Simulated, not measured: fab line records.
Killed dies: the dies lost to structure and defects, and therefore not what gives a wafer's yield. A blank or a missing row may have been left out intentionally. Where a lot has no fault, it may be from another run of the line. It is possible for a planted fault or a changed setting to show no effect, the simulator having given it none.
Chamber matching / flow nandHarc / NHARC_A_M0_DEP_32 on pecvd-02 has 3 sister chambers
The step deposits SiCN, target thk 30 nm. 3 wafers are shown with their chamber, then 12 later ones without.

== WAFERS PAIRED WITH THEIR CHAMBERS ==
wafer=L086.2; chamber=2; heaterPowerW (W)=526
wafer=L088.2; chamber=1; heaterPowerW (W)=533
wafer=L088.6; chamber=0; heaterPowerW (W)=551

== WAFERS WHOSE CHAMBER IS MISSING ==
wafer=L091.3; heaterPowerW (W)=595
wafer=L091.4; heaterPowerW (W)=572
wafer=L091.5; heaterPowerW (W)=649
wafer=L094.1; heaterPowerW (W)=593
wafer=L094.4; heaterPowerW (W)=473
wafer=L094.6; heaterPowerW (W)=594
wafer=L093.4; heaterPowerW (W)=634
wafer=L093.5; heaterPowerW (W)=575
wafer=L093.6; heaterPowerW (W)=603
wafer=L097.1; heaterPowerW (W)=567
wafer=L097.2; heaterPowerW (W)=574
wafer=L097.6; heaterPowerW (W)=525

== CHAMBER TAKEN BY EACH ==
wafer=L091.3; from the rows above=can't be placed: 0 or 1 or 2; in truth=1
wafer=L091.4; from the rows above=can't be placed: 0 or 1 or 2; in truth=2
wafer=L091.5; from the rows above=can't be placed: 0 or 1 or 2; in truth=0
wafer=L094.1; from the rows above=can't be placed: 0 or 1 or 2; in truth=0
wafer=L094.4; from the rows above=can't be placed: 2 or 1 or 0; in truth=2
wafer=L094.6; from the rows above=can't be placed: 0 or 1 or 2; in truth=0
wafer=L093.4; from the rows above=can't be placed: 0 or 1 or 2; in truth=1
wafer=L093.5; from the rows above=can't be placed: 0 or 1 or 2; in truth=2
wafer=L093.6; from the rows above=can't be placed: 0 or 1 or 2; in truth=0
wafer=L097.1; from the rows above=can't be placed: 0 or 1 or 2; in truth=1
wafer=L097.2; from the rows above=can't be placed: 0 or 1 or 2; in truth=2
wafer=L097.6; from the rows above=can't be placed: 2 or 1 or 0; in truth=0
Placed correctly: 0 of 12. Can't be placed from these rows: 12 (the true chamber is among the candidates in 12). Number placed wrongly: 0.
How it was worked out, from the rows above alone: a wafer's distance from a chamber is the root of the sum, over the readings, of the square of ((its reading less the chamber's mean) divided by the reading's scatter). The wafer belongs to the nearest chamber; if the next one is less than 2 further off, it can't be placed. The mean given for a chamber averages the wafers shown for that chamber. The scatter: root of mean squared gap, hidden wafer to nearest shown wafer, with one shown wafer a chamber.
